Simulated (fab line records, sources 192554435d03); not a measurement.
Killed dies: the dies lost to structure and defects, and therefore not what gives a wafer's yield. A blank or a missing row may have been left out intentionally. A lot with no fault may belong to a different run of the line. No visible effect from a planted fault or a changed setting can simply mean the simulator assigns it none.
fab line records	flow n5-finfet
record: lots: 7	wafers: 39
route steps=1938 shown DUMMY_GATE@248 SD_EPI_P@321 SD_ACTIVATION@331 HKMG_FIN@427 GATE_CUT@501 MOL_CONTACT_COAG@608 BEOL_M4@1111
start-h: hours from the record's first day to the start of the lot's first wafer shown	wait-h: hours elapsed since this lot's preceding step	" unchanged from the row above	L1.1+2: a row that stands for several wafers	- either no value or no given start	* or withheld: withheld	< > ~ a bound
route shown NAME@n: a module of which the file shows steps, and the number in the route of the first	usual: mean/standard deviation of fault-free wafers	same: alike in all rows	chamber/n: place in a boat	sites: per-site readings	_std_site: their standard deviation	_edge_site: the outer-site mean with the inner-site mean subtracted	radius-mm: for every site, how far away it sits from the centre of the wafer	mask NAME#n: copy n	behind: the tool/chamber that last shaped the wafer	hold: cause of the lot's hold/its duration in hours/its outcome	device: names the non-switching transistor (n, p or np)	end of line: at the end of the route, the tests of the same wafers	step lacking rows: just its recipe	killed: dies lost to structure and defects at the first sort, not the wafer's yield	map: a wafer's dies, x killed, . not, _ none there
set.NAME: the run value of the setting; set.NAME@STEP: its run value at that earlier step	model.NAME: the simulator's own value behind a step, which no gauge read
lots where settings were altered on purpose, with a table for each step and a row for each wafer
== steps ==
step: N5_DUMMY_GATE_ETCH_44
recipe: chemistry: HBr/O2	over-etch-frac: 0.7	target-depth-a: 1275	stop-on: SiO2	ion-energy-ev: 60	bias-w: 20	target: poly-Si	mask-material: SiO2	pressure-mtorr: 20	icp-w: 400	HBr_flow_sccm: 120	O2_flow_sccm: 10
step: N5_DUMMY_GATE_ETCH_42
recipe: chemistry: CHF3/O2	target: SiO2	target-depth-a: 35	time-s: 31	ion-energy-ev: 30	bias-w: 12	pressure-mtorr: 30	source-w: 600	Ar_flow_sccm: 200	CHF3_flow_sccm: 50	O2_flow_sccm: 5
step: N5_SD_EPI_P_EPI_21
recipe: material: SiGe:B	dopant: B	temp-c: 550	pressure-torr: 20	ambient: H2	time-s: 355
step: N5_SD_ACTIVATION_LSA_01
recipe: temp-c: 1080	time-s: 0.0008	ambient: N2
step: N5_HKMG_FIN_EXPOSE_09
recipe: mask-id: NWFM	na: 1.35	source-shape: conventional	sigma-outer: 0.8	polarization: unpolarized	dose-mj: 39.25
step: N5_GATE_CUT_CUT_ETCH_54
recipe: chemistry: Cl2/BCl3	target: TiN	mask-material: SiO2	target-depth-a: 967	pressure-mtorr: 10	icp-w: 1000	bias-w: 126	Cl2_flow_sccm: 53.25	bcl3-flow-sccm: 21.75	Ar_flow_sccm: 25	ends: cleared
step: N5_MOL_CONTACT_COAG_ALD_133
recipe: material: SiO2	target-thk-a: 50	temp-c: 100	ald-precursor-family: BDEAS	ald-co-reactant: O2-plasma	pulse-time-s: 1	co-reactant-pulse-time-s: 1	purge-time-s: 2	co-reactant-purge-time-s: 2	ald-cycles: 35	pressure-torr: 2
step: N5_MOL_CONTACT_COAG_ETCHBACK_136
recipe: chemistry: CHF3	target: SiO2	target-depth-a: 250	time-s: 16.7	ion-energy-ev: 200	pressure-mtorr: 30	source-w: 610	bias-w: 170	Ar_flow_sccm: 200	CHF3_flow_sccm: 50
step: N5_BEOL_M4_RC_MEAS_101
usual: RC_DENSE_N: 18.5/0.5	RC_N: 15.1/0.4	RS_SD_N: 28.4/0.41	RS_SD_P: 65.7/0.91
lot.wafer	tool	chamber	start-h	wait-h	set.target-depth-a@DUMMY_GATE_ETCH_44	set.bias-w@DUMMY_GATE_ETCH_42	set.time-s@SD_EPI_P_EPI_21	set.temp-c@SD_ACTIVATION_LSA_01	set.dose-mj@HKMG_FIN_EXPOSE_09	set.icp-w@GATE_CUT_CUT_ETCH_54	set.ald-cycles@MOL_CONTACT_COAG_ALD_133	set.target-depth-a@MOL_CONTACT_COAG_ETCHBACK_136	RC_DENSE_N[ohm.um]	RC_N[ohm.um]	RS_SD_N[ohm/sq]	RS_SD_P[ohm/sq]
L076.1	prober-01	0	180.59	0.0	1275	12	355	1063	39.25	919.8	29	215.3	19.6	16.1	30.5	66.1
L076.2	"	0	"	"	1323	12	410.3	1080	39.25	1000	35	215.3	18.2	14.9	29.0	60.2
L076.3	"	0	"	"	1323	13.46	410.3	1063	39.25	919.8	29	250	19.8	16.2	30.8	60.3
L076.4	"	0	"	"	1275	12	410.3	1080	39.25	919.8	35	250	18.1	14.9	28.9	60.2
L076.5	"	0	"	"	1275	13.46	355	1080	39.25	1000	29	215.3	18.1	14.7	28.7	66.5
L076.6	"	0	"	"	1323	13.46	355	1063	39.25	1000	35	250	19.6	15.9	31.3	66.2
L078.1	prober-01	0	189.47	0.0	1275	12	327.3	1080	39.25	1000	32	272.3	18.5	14.9	28.2	69.6
L078.2	"	0	"	"	1275	12	327.3	1091	40.04	1000	32	272.3	17.3	14.1	26.3	69.0
L078.3	"	0	"	"	1275	12	355	1080	40.04	874.5	32	250	18.1	14.8	27.9	65.5
L078.4	"	0	"	"	1112	12	355	1091	39.25	1000	35	250	17.3	14.3	26.6	65.2
L078.5	"	0	"	"	1112	12	327.3	1080	40.04	874.5	35	250	18.3	14.8	28.0	69.1
L078.6	"	0	"	"	1112	12	355	1091	39.25	874.5	35	272.3	17.1	14.0	26.5	65.4
L080.1	prober-02	0	212.25	0.0	1123	12	355	1080	39.25	1000	35	250	18.9	15.2	27.4	67.0
L080.2	"	0	"	"	1275	10.34	355	1080	41.92	1115	35	250	18.7	15.0	27.9	67.5
L080.3	"	0	"	"	1275	12	355	1080	39.25	1000	35	250	17.8	14.6	27.8	67.9
L080.4	"	0	"	"	1275	10.34	355	1080	41.92	1000	35	250	18.1	14.9	27.8	66.3
L080.5	"	0	"	"	1123	10.34	355	1080	39.25	1115	35	250	18.3	15.0	27.8	67.0
L080.6	"	0	"	"	1123	12	355	1080	41.92	1115	35	250	18.5	15.3	28.2	66.1
L083.1	prober-01	0	219.75	0.0	1275	12	404.6	1080	39.25	1000	35	276.4	19.2	15.6	28.8	60.4
L083.2	"	0	"	"	1195	12	404.6	1080	39.25	1000	40	250	18.9	15.3	28.4	60.7
L083.3	"	0	"	"	1275	12	355	1080	39.25	1156	40	276.4	19.5	16.0	28.5	65.9
L083.4	"	0	"	"	1275	12	404.6	1080	39.25	1156	35	250	18.7	15.1	28.4	60.8
L083.5	"	0	"	"	1195	12	355	1080	39.25	1156	40	250	19.3	15.9	28.8	66.8
L083.6	"	0	"	"	1195	12	355	1080	39.25	1000	35	276.4	19.0	15.5	28.9	65.3
L089.1	prober-01	0	264.95	0.0	1383	12	397.1	1080	39.25	1000	38	218	19.1	15.7	28.9	61.0
L089.2	"	0	"	"	1275	14.08	355	1080	40.25	1068	35	218	19.0	15.4	28.9	65.9
L089.3	"	0	"	"	1383	14.08	397.1	1095	39.25	1000	35	250	17.3	14.1	26.4	60.8
L089.4	"	0	"	"	1275	12	397.1	1095	40.25	1068	38	250	17.7	14.4	26.7	60.9
L089.5	"	0	"	"	1383	14.08	355	1095	40.25	1000	35	218	17.5	14.3	26.6	65.8
L089.6	"	0	"	"	1275	12	355	1080	39.25	1068	38	250	18.7	15.2	28.8	65.8
L090.2	prober-01	0	271.61	0.2	1275	12	355	1080	39.25	1000	35	250	17.7	14.5	28.4	64.8
L090.4	"	0	"	"	1275	12	355	1080	39.25	1000	35	250	17.3	14.3	28.7	65.3
L090.6	"	0	"	"	1275	12	355	1080	39.25	1000	35	250	17.8	14.5	28.4	65.0
L094.1	prober-01	0	306.24	0.0	1370	12	355	1080	39.25	1000	35	238.4	18.4	14.9	28.6	65.4
L094.2	"	0	"	"	1275	12	355	1080	39.25	1141	41	238.4	18.9	15.5	29.0	65.5
L094.3	"	0	"	"	1275	14.28	374.3	1085	39.25	1000	35	238.4	18.2	14.8	28.4	63.3
L094.4	"	0	"	"	1370	14.28	355	1085	39.25	1141	35	250	17.2	14.2	27.9	64.9
L094.5	"	0	"	"	1370	14.28	374.3	1080	39.25	1000	41	250	18.5	15.1	28.6	64.8
L094.6	"	0	"	"	1275	12	374.3	1085	39.25	1141	41	250	17.8	14.6	28.0	63.2
== key ==
split: step: N5_DUMMY_GATE_ETCH_44	setting: target-depth-a	stated-as: 1275
response none clear
split: step: N5_DUMMY_GATE_ETCH_42	setting: bias-w	stated-as: 12
response none clear
split: step: N5_SD_EPI_P_EPI_21	setting: time-s	stated-as: 355
response: step: N5_BEOL_M4_RC_MEAS_101	reading: RS_SD_P	slope: -0.399	per: 1%	together-with: all	explained: 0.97
split: step: N5_SD_ACTIVATION_LSA_01	setting: temp-c	stated-as: 1080
response: step: N5_BEOL_M4_RC_MEAS_101	reading: RS_SD_N	slope: -1.48	per: 1%	together-with: all	explained: 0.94
response: step: N5_BEOL_M4_RC_MEAS_101	reading: RC_DENSE_N	slope: -1.06	per: 1%	together-with: all	explained: 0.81
response: step: N5_BEOL_M4_RC_MEAS_101	reading: RC_N	slope: -0.822	per: 1%	together-with: all	explained: 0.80
split: step: N5_HKMG_FIN_EXPOSE_09	setting: dose-mj	stated-as: 39.25
response none clear
split: step: N5_GATE_CUT_CUT_ETCH_54	setting: icp-w	stated-as: 1000
response none clear
split: step: N5_MOL_CONTACT_COAG_ALD_133	setting: ald-cycles	stated-as: 35
response none clear
split: step: N5_MOL_CONTACT_COAG_ETCHBACK_136	setting: target-depth-a	stated-as: 250
response none clear
